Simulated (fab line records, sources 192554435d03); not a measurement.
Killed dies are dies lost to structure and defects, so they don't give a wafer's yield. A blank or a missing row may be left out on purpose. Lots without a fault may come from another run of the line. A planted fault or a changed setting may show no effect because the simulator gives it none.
fab line records | flow n5_finfet
record lots=5 wafers=15 last_day=16
route steps=1938 shown BEOL_M0_CUTY@704 BEOL_M0@715
lots that met no fault: from a run of the same line without faults
start_h: hours from the record's first day to the start of the lot's first wafer shown | wait_h: hours since the lot's step before | " the same as in the row above | L1.1+2: a row that stands for several wafers | - no value, or no start given | * or withheld: withheld | < > ~ a bound
route shown NAME@n: a module of which the file shows steps, and the number in the route of the first | usual: mean/standard deviation of fault-free wafers | same: alike in all rows | chamber/n: place in a boat | sites: the reading at each site | _std_site: their standard deviation | _edge_site: outer sites' mean less inner sites' | radius_mm: how far each site lies from the wafer's centre | mask NAME#n: copy n | behind: the tool/chamber that last shaped the wafer | hold: why the lot was held/for how many hours/how that ended | device: the transistor (n, p or np) that didn't switch | end of line: the same wafers' tests at the end of the route | a step without rows: its recipe alone | killed: dies lost to structure and defects at the first sort, not the wafer's yield | map: a wafer's dies, x killed, . not, _ none there
set.NAME: the setting as run; set.NAME@STEP: as run at that earlier step | model.NAME: the simulator's own value behind a step, which no gauge read
lots at some steps of the route; a table a step, a row a wafer
services: from which hour (start_h, from the record's first day; less than 0 if before it) a tool's chamber was out of use, for how many hours, and why
## steps
# step N5_BEOL_M0_CUTY_SOFTBAKE_53
# recipe temp_c=110 time_s=60 resist=CAR-ArF-block
# usual exhaust_pa=44.9/0.96
# columns lot.wafer tool chamber start_h wait_h exhaust_pa
L084.1 litho_track-03 0 - - 44.1
L084.4 " 0 " " 45.8
L084.5 " 0 " " 44.6
L087.1 litho_track-01 0 - - 45.2
L087.2 " 0 " " 45.0
L087.4 " 0 " " 44.3
L090.2 litho_track-01 0 - - 44.6
L090.4 " 0 " " 45.6
L090.6 " 0 " " 45.0
L091.1 litho_track-03 0 - - 44.9
L091.3 " 0 " " 46.2
L091.4 " 0 " " 45.6
L095.1 litho_track-03 0 - - 44.6
L095.3 " 0 " " 45.3
L095.4 " 0 " " 44.6
# step N5_BEOL_M0_CUTY_EXPOSE_54
# recipe mask_id=M0_ABLK na=1.35 source_shape=conventional sigma_outer=0.8 polarization=unpolarized dose_mj=36
# same sigma_outer=0.8
# columns lot.wafer tool chamber start_h wait_h mask
L084.1+4+5 arfi_scanner-03 0 171.58 - M0_ABLK#0
L087.1+2+4 arfi_scanner-02 0 190.75 - M0_ABLK#0
L090.2+4+6 arfi_scanner-01 0 207.43 - M0_ABLK#0
L091.1+3+4 arfi_scanner-01 0 211.41 - M0_ABLK#0
L095.1+3+4 arfi_scanner-01 0 237.94 - M0_ABLK#0
# step N5_BEOL_M0_CUTY_PEB_55
# recipe peb_temp_c=110 peb_time_s=60 resist=CAR-ArF-block
# usual exhaust_pa=44.7/0.8
# columns lot.wafer tool chamber start_h wait_h exhaust_pa
L084.1 litho_track-03 0 171.64 0.1 45.3
L084.4 " 0 " " 45.5
L084.5 " 0 " " 43.9
L087.1 litho_track-01 0 190.81 0.1 44.0
L087.2 " 0 " " 44.8
L087.4 " 0 " " 44.9
L090.2 litho_track-01 0 207.48 0.0 44.6
L090.4 " 0 " " 43.6
L090.6 " 0 " " 44.4
L091.1 litho_track-05 0 211.47 0.1 45.0
L091.3 " 0 " " 45.3
L091.4 " 0 " " 44.4
L095.1 litho_track-01 0 238.00 0.1 44.7
L095.3 " 0 " " 43.9
L095.4 " 0 " " 44.0
# step N5_BEOL_M0_CUTY_DEVELOP_56
# recipe develop_time_s=30 developer=TMAH resist=CAR-ArF-block rinse_liquid=diw dry=air_spin dev_temp_c=23
# usual exhaust_pa=44.7/0.84
# columns lot.wafer tool chamber start_h wait_h exhaust_pa
L084.1 litho_track-03 0 - - 45.2
L084.4 " 0 " " 43.6
L084.5 " 0 " " 44.8
L087.1 litho_track-01 0 - - 43.7
L087.2 " 0 " " 44.8
L087.4 " 0 " " 45.4
L090.2 litho_track-01 0 - - 43.3
L090.4 " 0 " " 44.5
L090.6 " 0 " " 44.3
L091.1 litho_track-05 0 - - 44.7
L091.3 " 0 " " 44.0
L091.4 " 0 " " 43.7
L095.1 litho_track-01 0 - - 43.2
L095.3 " 0 " " 44.6
L095.4 " 0 " " 44.6
# step N5_BEOL_M0_CUTY_CD_MEAS_57
# recipe target_cd_nm=200 landing_energy_ev=500 detector=se_inlens polarity=line
# usual cd_nm=199.5/1.1
# columns lot.wafer tool chamber start_h wait_h cd_nm
L084.1 cd_sem-02 0 171.70 - 199.9
L084.4 " 0 " " 200.0
L084.5 " 0 " " 200.5
L087.1 cd_sem-01 0 190.88 - 198.5
L087.2 " 0 " " 200.0
L087.4 " 0 " " 199.9
L090.2 cd_sem-01 0 207.55 - 198.3
L090.4 " 0 " " 198.7
L090.6 " 0 " " 198.2
L091.1 cd_sem-01 0 211.54 - 200.6
L091.3 " 0 " " 201.1
L091.4 " 0 " " 199.3
L095.1 cd_sem-03 0 238.06 - 199.6
L095.3 " 0 " " 199.1
L095.4 " 0 " " 200.1
# step N5_BEOL_M0_CUTY_OVL_MEAS_58
# recipe points_per_wafer=44
# usual M0_ABLK_OVL=0.3/0.83
# same points_per_wafer=44
# columns lot.wafer tool chamber start_h wait_h M0_ABLK_OVL[nm]
L084.1 overlay-01 0 171.73 0.0 1.0
L084.4 " 0 " " 0.8
L084.5 " 0 " " 2.0
L087.1 overlay-01 0 190.91 0.0 1.2
L087.2 " 0 " " 1.0
L087.4 " 0 " " 0.3
L090.2 overlay-01 0 207.57 0.0 1.8
L090.4 " 0 " " 0.1
L090.6 " 0 " " 0.7
L091.1 overlay-01 0 211.57 0.0 0.5
L091.3 " 0 " " 1.2
L091.4 " 0 " " 1.3
L095.1 overlay-01 0 238.09 0.0 0.4
L095.3 " 0 " " 0.1
L095.4 " 0 " " -0.1
# step N5_BEOL_M0_CUTY_INSPECT_59
# recipe mode=adi inspect_instrument=macro
# usual raw_defect_count=2.1/1.5
# columns lot.wafer tool chamber start_h wait_h raw_defect_count
L084.1 defect_inspect-01 - 171.76 0.0 2
L084.4 " - " " 1
L084.5 " - " " 4
L087.1 defect_inspect-02 - 190.93 0.0 3
L087.2 " - " " 3
L087.4 " - " " 2
L090.2 defect_inspect-02 - 207.60 0.0 1
L090.4 " - " " 2
L090.6 " - " " 2
L091.1 defect_inspect-02 - 211.59 0.0 1
L091.3 " - " " 2
L091.4 " - " " 1
L095.1 defect_inspect-01 - 238.12 0.0 4
L095.3 " - " " 1
L095.4 " - " " 3
# step N5_BEOL_M0_CUTY_DESCUM_61
# recipe chemistry=O2 time_s=7.9 source_power_w=50 bias_power_w=20 pressure_mtorr=20 rf_frequency_hz=2.712e+07 temp_c=40 resist=CAR-ArF-block o2_flow_sccm=225
# usual bias_power_w=20.00/0.055 drypump_motor_current_A=5.7/0.56 oes_product_au=0.83/0.097 rf_fwd_power_W=49.37/0.22 rf_vpp_V=242.8/1 showerhead_plenum_p_Torr=2.07/0.04 throttle_valve_pct=20.47/0.29
# columns lot.wafer tool chamber start_h wait_h bias_power_w drypump_motor_current_A oes_product_au rf_fwd_power_W rf_hours_counter_h rf_vpp_V showerhead_plenum_p_Torr throttle_valve_pct
L084.1 rie_diel-04 3 171.87 0.1 20.04 6.0 0.95 49.43 20 240.9 2.05 20.17
L084.4 " 0 " " 19.88 6.0 0.78 49.09 122 242.4 2.01 20.27
L084.5 " 0 " " 19.92 6.0 0.79 49.35 - 242.1 2.01 20.27
L087.1 rie_diel-01 0 190.97 0.0 20.07 6.3 0.76 49.22 144 242.6 2.11 20.53
L087.2 " 3 " " 19.93 6.0 0.79 49.19 101 243.5 2.09 20.44
L087.4 " 1 " " 19.99 5.7 0.69 49.40 227 242.3 2.08 21.21
L090.2 rie_diel-01 1 207.63 0.0 19.94 5.7 0.68 49.42 232 243.6 2.08 21.21
L090.4 " 2 " " 20.03 5.3 0.74 49.30 144 244.9 2.16 20.38
L090.6 " 0 " " 20.07 6.3 0.76 48.82 - 242.8 2.11 20.51
L091.1 rie_diel-01 1 211.67 0.1 19.98 5.7 0.68 49.61 233 242.6 2.08 21.22
L091.3 " 0 " " 20.04 6.3 0.76 49.06 150 242.0 2.11 20.52
L091.4 " 2 " " 19.95 5.3 0.74 49.40 145 244.2 2.16 20.40
L095.1 rie_diel-01 0 238.15 0.0 20.00 6.3 0.75 49.17 159 243.8 2.11 20.56
L095.3 " 3 " " 20.00 6.0 0.79 49.22 118 242.2 2.08 20.46
L095.4 " 1 " " 20.00 5.7 0.67 49.24 242 243.0 2.08 21.22
# step N5_BEOL_M0_CUTY_ETCH_62
# recipe chemistry=CF4 target=SiARC mask_material=CAR-ArF-block time_s=58.5 ion_energy_ev=80 pressure_mtorr=40 source_w=545 bias_w=36 Ar_flow_sccm=100 cf4_flow_sccm=100 ends=cleared
# usual drypump_motor_current_A=5.7/0.56 etch_rf_on_time_s=59.1/1.8 oes_product_au=0.71/0.081 rf_fwd_power_W=537.7/2.4 rf_vpp_V=184.0/1 showerhead_plenum_p_Torr=2.12/0.043 throttle_valve_pct=15.65/0.25
# columns lot.wafer tool chamber start_h wait_h drypump_motor_current_A etch_rf_on_time_s oes_product_au rf_fwd_power_W rf_hours_counter_h rf_vpp_V showerhead_plenum_p_Torr throttle_valve_pct
L084.1 rie_diel-04 3 171.90 0.0 6.0 56.9 0.81 539.7 20 182.5 2.11 15.31
L084.4 " 0 " " 5.9 60.4 0.66 539.7 122 184.1 2.06 15.51
L084.5 " 0 " " 5.9 59.6 0.66 536.5 - 183.1 2.06 15.52
L087.1 rie_diel-01 0 191.00 0.0 6.3 57.7 0.67 533.6 144 185.2 2.18 15.78
L087.2 " 3 " " 6.0 58.7 0.69 536.8 101 184.9 2.18 15.80
L087.4 " 1 " " 5.7 60.1 0.58 541.9 227 185.7 2.10 16.14
L090.2 rie_diel-01 1 207.67 0.0 5.7 60.6 0.58 540.4 232 184.5 2.09 16.15
L090.4 " 2 " " 5.3 58.2 0.63 536.3 144 186.9 2.23 15.71
L090.6 " 0 " " 6.3 58.4 0.67 530.8 - 184.5 2.18 15.79
L091.1 rie_diel-01 1 211.71 0.0 5.7 60.7 0.57 537.1 233 184.9 2.09 16.16
L091.3 " 0 " " 6.3 58.3 0.66 535.0 150 184.8 2.17 15.79
L091.4 " 2 " " 5.3 58.3 0.64 538.6 145 185.7 2.23 15.72
L095.1 rie_diel-01 0 238.19 0.0 6.3 57.7 0.66 533.8 159 185.0 2.17 15.80
L095.3 " 3 " " 6.0 59.1 0.67 539.6 118 183.6 2.17 15.83
L095.4 " 1 " " 5.7 61.4 0.56 540.9 242 183.5 2.09 16.16
# step N5_BEOL_M0_CUTY_ETCH_63
# recipe chemistry=N2/H2 target=SOC target_depth_a=827 overetch_a=165 mask_material=SiARC temp_c=40 ion_energy_ev=200 time_s=124 pressure_mtorr=30 source_w=840 bias_w=150 n2_flow_sccm=200 h2_flow_sccm=200
# usual drypump_motor_current_A=5.7/0.56 oes_product_au=0.68/0.071 rf_fwd_power_W=837.1/2.6 rf_vpp_V=523.0/1.7 showerhead_plenum_p_Torr=2.52/0.057 throttle_valve_pct=17.9/0.38
# columns lot.wafer tool chamber start_h wait_h drypump_motor_current_A oes_product_au rf_fwd_power_W rf_hours_counter_h rf_vpp_V showerhead_plenum_p_Torr throttle_valve_pct
L084.1 rie_diel-04 3 171.95 0.0 6.0 0.76 840.0 20 522.4 2.48 17.4
L084.4 " 0 " " 5.9 0.66 833.3 122 520.7 2.47 18.0
L084.5 " 0 " " 5.9 0.65 831.0 - 521.5 2.47 18.0
L087.1 rie_diel-01 0 191.05 0.0 6.3 0.64 835.6 144 524.1 2.58 18.0
L087.2 " 3 " " 6.0 0.65 838.2 101 523.4 2.56 17.9
L087.4 " 1 " " 5.7 0.57 836.8 227 522.1 2.52 18.6
L090.2 rie_diel-01 1 207.71 0.0 5.8 0.56 841.3 232 522.0 2.52 18.6
L090.4 " 2 " " 5.3 0.61 838.9 144 526.6 2.65 18.0
L090.6 " 0 " " 6.3 0.64 833.7 - 522.2 2.57 18.0
L091.1 rie_diel-01 1 211.75 0.0 5.8 0.57 840.7 233 522.7 2.52 18.6
L091.3 " 0 " " 6.3 0.63 831.1 150 522.9 2.57 18.0
L091.4 " 2 " " 5.3 0.62 835.3 145 526.3 2.65 18.0
L095.1 rie_diel-01 0 238.23 0.0 6.3 0.64 837.2 159 526.1 2.57 18.0
L095.3 " 3 " " 6.0 0.65 833.7 118 523.4 2.55 17.9
L095.4 " 1 " " 5.7 0.56 844.5 242 522.5 2.51 18.6
# step N5_BEOL_M0_CUTY_STRIP_64
# recipe chemistry=N2/H2 temp_c=40 n2_flow_sccm=200 h2_flow_sccm=200 rf_frequency_hz=6e+07
# columns lot.wafer tool chamber start_h wait_h
L084.1+4+5 rie_diel-04 3,0,0 172.06 0.1
L087.1+2+4 rie_diel-01 0,3,1 191.16 0.1
L090.2+4+6 rie_diel-01 1,2,0 207.83 0.1
L091.1+3+4 rie_diel-01 1,0,2 211.87 0.1
L095.1+3+4 rie_diel-01 0,3,1 238.35 0.1
# step N5_BEOL_M0_ETCH_138
# recipe chemistry=CH3F/O2 target_depth_a=120 target=SiCN time_s=31.6 ion_energy_ev=120 pressure_mtorr=30 source_w=395 bias_w=75 Ar_flow_sccm=150 CH3F_flow_sccm=30 O2_flow_sccm=20 ends=cleared
# usual drypump_motor_current_A=5.7/0.56 etch_rf_on_time_s=29.4/1.1 oes_product_au=0.71/0.082 rf_fwd_power_W=385.9/1.8 rf_vpp_V=297.0/1.2 showerhead_plenum_p_Torr=1.99/0.047 throttle_valve_pct=16.38/0.26
# columns lot.wafer tool chamber start_h wait_h drypump_motor_current_A etch_rf_on_time_s oes_product_au rf_fwd_power_W rf_hours_counter_h rf_vpp_V showerhead_plenum_p_Torr throttle_valve_pct
L084.1 rie_diel-04 3 172.07 0.0 6.0 27.1 0.81 389.6 20 296.8 1.96 16.00
L084.4 " 0 " " 5.9 30.7 0.67 385.3 122 296.6 1.91 16.19
L084.5 " 0 " " 5.9 29.4 0.66 384.3 - 296.2 1.91 16.17
L087.1 rie_diel-01 0 191.17 0.0 6.3 28.7 0.66 384.2 144 297.0 2.02 16.42
L087.2 " 3 " " 6.0 28.7 0.69 383.1 102 297.4 2.03 16.51
L087.4 " 1 " " 5.8 30.7 0.58 388.7 227 297.1 1.97 16.94
L090.2 rie_diel-01 1 207.84 0.0 5.8 30.5 0.58 388.3 232 296.2 1.97 16.97
L090.4 " 2 " " 5.3 30.1 0.64 385.4 144 300.9 2.11 16.55
L090.6 " 0 " " 6.3 29.6 0.66 385.7 - 297.6 2.02 16.43
L091.1 rie_diel-01 1 211.88 0.0 5.7 29.6 0.58 385.5 233 297.6 1.97 16.97
L091.3 " 0 " " 6.3 28.5 0.66 386.0 150 296.8 2.02 16.43
L091.4 " 2 " " 5.3 29.8 0.63 386.0 146 299.3 2.11 16.55
L095.1 rie_diel-01 0 238.36 0.0 6.3 29.5 0.66 384.2 159 299.1 2.02 16.45
L095.3 " 3 " " 6.0 29.4 0.67 384.8 118 297.4 2.03 16.54
L095.4 " 1 " " 5.7 30.9 0.57 387.1 242 296.3 1.97 16.99
# step N5_BEOL_M0_HM_OPEN_105
# recipe chemistry=Cl2/BCl3 target_depth_a=120 target=TiN ion_energy_ev=150 pressure_mtorr=10 icp_w=1000 bias_w=126 Cl2_flow_sccm=53.25 bcl3_flow_sccm=21.75 Ar_flow_sccm=25
# usual drypump_motor_current_A=5.91/0.26 oes_product_au=0.77/0.078 rf_fwd_power_W=996/3.2 throttle_valve_pct=22.1/0.31
# columns lot.wafer tool chamber start_h wait_h drypump_motor_current_A oes_product_au rf_fwd_power_W rf_hours_counter_h throttle_valve_pct
L084.1 rie_metal-03 1 172.80 0.7 5.58 0.80 992 28 22.0
L084.4 " 0 " " 5.76 0.80 993 - 22.1
L084.5 " 1 " " 5.56 0.80 996 - 22.0
L087.1 rie_metal-02 1 192.15 0.9 5.66 0.59 1000 115 22.8
L087.2 " 0 " " 6.04 0.76 997 59 21.8
L087.4 " 1 " " 5.66 0.59 995 - 22.8
L090.2 rie_metal-02 0 210.65 2.8 6.09 0.75 995 61 21.8
L090.4 " 1 " " 5.64 0.60 993 - 22.8
L090.6 " 0 " " 6.08 0.75 995 - 21.8
L091.1 rie_metal-01 0 213.72 1.8 6.31 0.84 997 18 22.1
L091.3 " 1 " " 6.04 0.76 996 - 21.9
L091.4 " 0 " " 6.33 0.82 1000 - 22.1
L095.1 rie_metal-01 1 241.78 3.4 6.05 0.76 992 52 21.9
L095.3 " 1 " " 6.04 0.76 995 - 21.9
L095.4 " 0 " " 6.31 0.84 994 - 22.1
# step N5_BEOL_M0_STRIP_140
# recipe chemistry=CF4 resist=SiARC power_w=300 bias_power_w=75 pressure_mtorr=50 cf4_flow_sccm=150 rf_frequency_hz=6e+07
# usual bias_power_w=75.04/0.21 drypump_motor_current_A=5.7/0.51 oes_product_au=0.80/0.077 rf_fwd_power_W=292.7/0.85 rf_vpp_V=270.8/1.5 showerhead_plenum_p_Torr=1.78/0.037 throttle_valve_pct=13.61/0.27
# columns lot.wafer tool chamber start_h wait_h bias_power_w drypump_motor_current_A oes_product_au rf_fwd_power_W rf_hours_counter_h rf_vpp_V showerhead_plenum_p_Torr throttle_valve_pct
L084.1 rie_diel-01 2 173.03 0.2 75.11 5.3 0.75 291.8 134 271.0 1.85 13.58
L084.4 " 0 " " 75.25 6.3 0.77 291.6 139 272.9 1.83 13.72
L084.5 " 1 " " 74.75 5.7 0.69 293.7 - 270.6 1.74 14.08
L087.1 rie_diel-05 2 192.37 0.2 75.19 6.7 0.72 293.2 189 269.8 1.78 14.05
L087.2 " 1 " " 74.47 5.8 0.83 292.3 57 271.1 1.74 13.46
L087.4 " 3 " " 75.41 5.0 0.91 292.8 29 268.3 1.78 13.46
L090.2 rie_diel-05 1 210.82 0.1 74.85 5.8 0.83 293.1 63 271.1 1.74 13.47
L090.4 " 0 " " 74.90 5.1 0.82 292.5 74 270.5 1.75 13.40
L090.6 " 2 " " 74.68 6.7 0.71 293.3 - 272.3 1.78 14.03
L091.1 rie_diel-05 2 214.20 0.4 75.24 6.7 0.71 292.8 196 269.9 1.78 14.05
L091.3 " 1 " " 75.33 5.8 0.84 294.4 64 269.7 1.74 13.47
L091.4 " 3 " " 75.25 5.0 0.89 292.0 35 271.7 1.78 13.49
L095.1 rie_diel-05 3 241.95 0.1 75.01 4.9 0.88 293.9 46 271.3 1.77 13.48
L095.3 " 1 " " 75.26 5.8 0.83 292.9 73 271.2 1.74 13.49
L095.4 " 0 " " 74.71 5.1 0.82 292.4 85 272.1 1.75 13.44
# step N5_BEOL_M0_STRIP_104
# recipe chemistry=N2/H2 power_w=450 temp_c=40 pressure_mtorr=20 rf_frequency_hz=6e+07 overash_fraction=0.3 bias_power_w=7 h2_frac=0.5 n2_flow_sccm=200 h2_flow_sccm=200
# usual bias_power_w=6.996/0.02 drypump_motor_current_A=5.7/0.51 oes_product_au=0.82/0.086 rf_vpp_V=59.1/1.6 showerhead_plenum_p_Torr=2.52/0.063 throttle_valve_pct=23.8/0.46
# same overash_fraction=0.3
# columns lot.wafer tool chamber start_h wait_h bias_power_w drypump_motor_current_A oes_product_au rf_hours_counter_h rf_vpp_V showerhead_plenum_p_Torr throttle_valve_pct
L084.1 rie_diel-01 2 173.05 0.0 6.974 5.3 0.77 134 61.7 2.65 23.8
L084.4 " 0 " " 6.978 6.3 0.77 139 56.9 2.57 23.8
L084.5 " 1 " " 7.006 5.8 0.69 - 58.8 2.52 24.6
L087.1 rie_diel-05 2 192.39 0.0 7.050 6.7 0.72 189 61.2 2.54 24.7
L087.2 " 1 " " 6.971 5.8 0.86 57 60.1 2.44 23.3
L087.4 " 3 " " 7.018 5.0 0.94 29 59.7 2.48 23.6
L090.2 rie_diel-05 1 210.84 0.0 7.039 5.8 0.85 63 60.2 2.44 23.3
L090.4 " 0 " " 6.999 5.1 0.85 74 57.3 2.46 23.8
L090.6 " 2 " " 7.030 6.7 0.71 - 60.4 2.54 24.7
L091.1 rie_diel-05 2 214.22 0.0 6.956 6.7 0.72 196 60.8 2.54 24.7
L091.3 " 1 " " 7.006 5.8 0.84 64 58.7 2.44 23.3
L091.4 " 3 " " 7.021 5.0 0.93 35 60.6 2.48 23.6
L095.1 rie_diel-05 3 241.97 0.0 6.968 5.0 0.91 46 61.3 2.47 23.6
L095.3 " 1 " " 7.001 5.8 0.83 73 59.5 2.43 23.3
L095.4 " 0 " " 6.967 5.1 0.83 85 57.6 2.46 23.8
# step N5_BEOL_M0_WET_ETCH_106
# recipe chemistry=DHF dilution=10:1 temp_c=25 target=SiO2 target_depth_a=1300 dry=ipa_marangoni rinse_time_s=30 rinse_temp_c=23
# columns lot.wafer tool chamber start_h wait_h
L084.1+4+5 wet_bench-04 6,5,3 173.11 -
L087.1+2+4 wet_bench-04 4,0,1 192.46 -
L090.2+4+6 wet_bench-04 3,0,7 210.91 -
L091.1+3+4 wet_bench-04 4,5,3 214.29 -
L095.1+3+4 wet_bench-06 4,0,1 242.04 -
# step N5_BEOL_M0_ETCH_128
# recipe chemistry=CF4/N2 target_depth_a=120 overetch_a=51 target=SiCN time_s=21.4 ion_energy_ev=150 pressure_mtorr=40 source_w=430 bias_w=70 Ar_flow_sccm=100 cf4_flow_sccm=60 n2_flow_sccm=60
# usual drypump_motor_current_A=5.7/0.5 oes_product_au=0.57/0.054 rf_fwd_power_W=425.3/1.8 rf_vpp_V=381.7/1.6 showerhead_plenum_p_Torr=2.19/0.049 throttle_valve_pct=15.44/0.25
# columns lot.wafer tool chamber start_h wait_h drypump_motor_current_A oes_product_au rf_fwd_power_W rf_hours_counter_h rf_vpp_V showerhead_plenum_p_Torr throttle_valve_pct
L084.1 rie_diel-01 1 173.17 0.0 5.7 0.47 426.4 222 381.2 2.17 15.99
L084.4 " 3 " " 6.0 0.56 424.9 96 384.0 2.24 15.58
L084.5 " 3 " " 6.0 0.56 424.7 - 382.8 2.24 15.60
L087.1 rie_diel-04 1 192.52 0.0 5.4 0.58 423.1 57 384.5 2.25 15.46
L087.2 " 2 " " 5.4 0.62 428.4 21 381.5 2.16 15.14
L087.4 " 0 " " 5.9 0.54 426.4 128 378.9 2.13 15.36
L090.2 rie_diel-04 2 211.17 0.2 5.3 0.62 427.2 28 380.7 2.16 15.16
L090.4 " 3 " " 6.0 0.63 425.4 34 381.2 2.16 15.15
L090.6 " 0 " " 5.9 0.54 424.2 - 379.3 2.12 15.37
L091.1 rie_diel-01 3 214.94 0.6 6.0 0.55 425.3 109 383.4 2.23 15.60
L091.3 " 1 " " 5.8 0.47 425.6 234 381.4 2.16 16.03
L091.4 " 0 " " 6.3 0.53 422.3 151 382.4 2.24 15.61
L095.1 rie_diel-04 2 242.10 0.0 5.4 0.60 423.8 38 381.6 2.16 15.19
L095.3 " 3 " " 6.0 0.61 425.6 44 379.8 2.16 15.17
L095.4 " 1 " " 5.4 0.57 421.2 75 383.8 2.24 15.49
# step N5_BEOL_M0_TRENCH_ETCH_107
# recipe chemistry=C4F6/O2 target_depth_a=328 target=SiOC time_s=16.4 ion_energy_ev=250 pressure_mtorr=30 source_w=355 bias_w=185 Ar_flow_sccm=300 C4F6_flow_sccm=10 O2_flow_sccm=10
# usual drypump_motor_current_A=5.7/0.5 oes_product_au=0.83/0.086 rf_fwd_power_W=348.3/1.8 rf_vpp_V=663/22 showerhead_plenum_p_Torr=2.83/0.072 throttle_valve_pct=20.93/0.26
# columns lot.wafer tool chamber start_h wait_h drypump_motor_current_A oes_product_au rf_fwd_power_W rf_hours_counter_h rf_vpp_V showerhead_plenum_p_Torr throttle_valve_pct
L084.1 rie_diel-01 1 173.21 0.0 5.8 0.68 348.6 222 674 2.81 21.50
L084.4 " 3 " " 6.0 0.80 347.8 96 682 2.91 21.21
L084.5 " 3 " " 6.0 0.81 348.2 - 683 2.91 21.18
L087.1 rie_diel-04 1 192.56 0.0 5.4 0.85 347.6 57 624 2.92 21.03
L087.2 " 2 " " 5.3 0.91 348.8 21 679 2.80 20.65
L087.4 " 0 " " 5.9 0.77 345.8 128 642 2.72 20.68
L090.2 rie_diel-04 2 211.21 0.0 5.3 0.91 349.6 28 678 2.79 20.64
L090.4 " 3 " " 6.0 0.91 350.7 34 685 2.79 20.61
L090.6 " 0 " " 5.9 0.77 347.9 - 641 2.72 20.66
L091.1 rie_diel-01 3 214.99 0.0 6.0 0.81 346.7 109 684 2.90 21.23
L091.3 " 1 " " 5.8 0.68 348.8 234 675 2.80 21.52
L091.4 " 0 " " 6.3 0.78 346.3 151 683 2.88 21.07
L095.1 rie_diel-04 2 242.14 0.0 5.4 0.88 351.1 38 677 2.79 20.65
L095.3 " 3 " " 6.0 0.90 351.2 44 686 2.78 20.64
L095.4 " 1 " " 5.4 0.83 346.7 75 623 2.91 21.05
# step N5_BEOL_M0_STRIP_142
# recipe chemistry=N2/H2 time_s=10 power_w=450 temp_c=40 pressure_mtorr=20 rf_frequency_hz=6e+07 bias_power_w=7 n2_flow_sccm=200 h2_flow_sccm=200
# usual bias_power_w=6.995/0.023 drypump_motor_current_A=5.7/0.5 oes_product_au=0.84/0.084 rf_vpp_V=59.3/0.84 showerhead_plenum_p_Torr=2.52/0.058 throttle_valve_pct=23.8/0.44
# columns lot.wafer tool chamber start_h wait_h bias_power_w drypump_motor_current_A oes_product_au rf_hours_counter_h rf_vpp_V showerhead_plenum_p_Torr throttle_valve_pct
L084.1 rie_diel-01 1 173.24 0.0 7.001 5.8 0.68 222 57.9 2.52 24.6
L084.4 " 3 " " 6.970 5.9 0.80 96 60.7 2.56 23.7
L084.5 " 3 " " 7.003 6.0 0.80 - 61.2 2.55 23.7
L087.1 rie_diel-04 1 192.58 0.0 7.010 5.4 0.87 57 60.0 2.59 23.5
L087.2 " 2 " " 7.001 5.4 0.92 21 58.7 2.51 23.5
L087.4 " 0 " " 6.979 5.9 0.78 128 59.8 2.47 23.9
L090.2 rie_diel-04 2 211.23 0.0 6.974 5.4 0.89 28 58.0 2.51 23.5
L090.4 " 3 " " 7.025 6.0 0.92 34 58.9 2.47 23.3
L090.6 " 0 " " 6.961 5.9 0.78 - 57.5 2.46 23.9
L091.1 rie_diel-01 3 215.01 0.0 6.972 6.0 0.79 109 59.9 2.55 23.7
L091.3 " 1 " " 7.011 5.8 0.68 234 58.9 2.51 24.7
L091.4 " 0 " " 7.009 6.3 0.75 151 60.1 2.57 23.9
L095.1 rie_diel-04 2 242.17 0.0 7.020 5.3 0.87 38 58.8 2.50 23.6
L095.3 " 3 " " 6.946 6.0 0.91 44 58.0 2.46 23.3
L095.4 " 1 " " 7.044 5.4 0.85 75 58.3 2.59 23.5
# step N5_BEOL_M0_OCD_MEAS_108
# usual trench_depth_nm=32.6/0.81
# columns lot.wafer tool chamber start_h wait_h trench_depth_nm
L084.1 ocd-02 - 173.32 0.1 32.1
L084.4 " - " " 32.8
L084.5 " - " " 33.5
L087.1 ocd-01 - 192.66 0.1 32.4
L087.2 " - " " 33.3
L087.4 " - " " 31.7
L090.2 ocd-01 - 211.31 0.1 32.9
L090.4 " - " " 33.6
L090.6 " - " " 32.0
L091.1 ocd-02 - 215.09 0.1 33.6
L091.3 " - " " 32.5
L091.4 " - " " 33.0
L095.1 ocd-02 - 242.25 0.1 32.2
L095.3 " - " " 33.5
L095.4 " - " " 32.8
## services
# columns tool chamber start_h hours kind
rie_diel-04 - 148.85 0.1 repair
wet_bench-04 - 154.90 1.5 repair
arfi_scanner-02 - 156.09 0.8 pm
arfi_scanner-01 - 159.98 1.3 pm
arfi_scanner-02 0 162.21 - calibration
arfi_scanner-02 - 166.32 1.5 pm
rie_diel-04 2 172.28 4.3 repair
arfi_scanner-02 - 178.12 1.3 pm
rie_diel-05 0 185.05 3.2 repair
arfi_scanner-02 - 186.08 1.0 pm
arfi_scanner-01 - 189.86 1.0 pm
rie_diel-04 - 190.71 1.6 repair
arfi_scanner-03 - 193.94 1.0 pm
arfi_scanner-03 - 225.87 1.3 pm
rie_diel-05 1 230.89 5.4 repair
## key
fault none
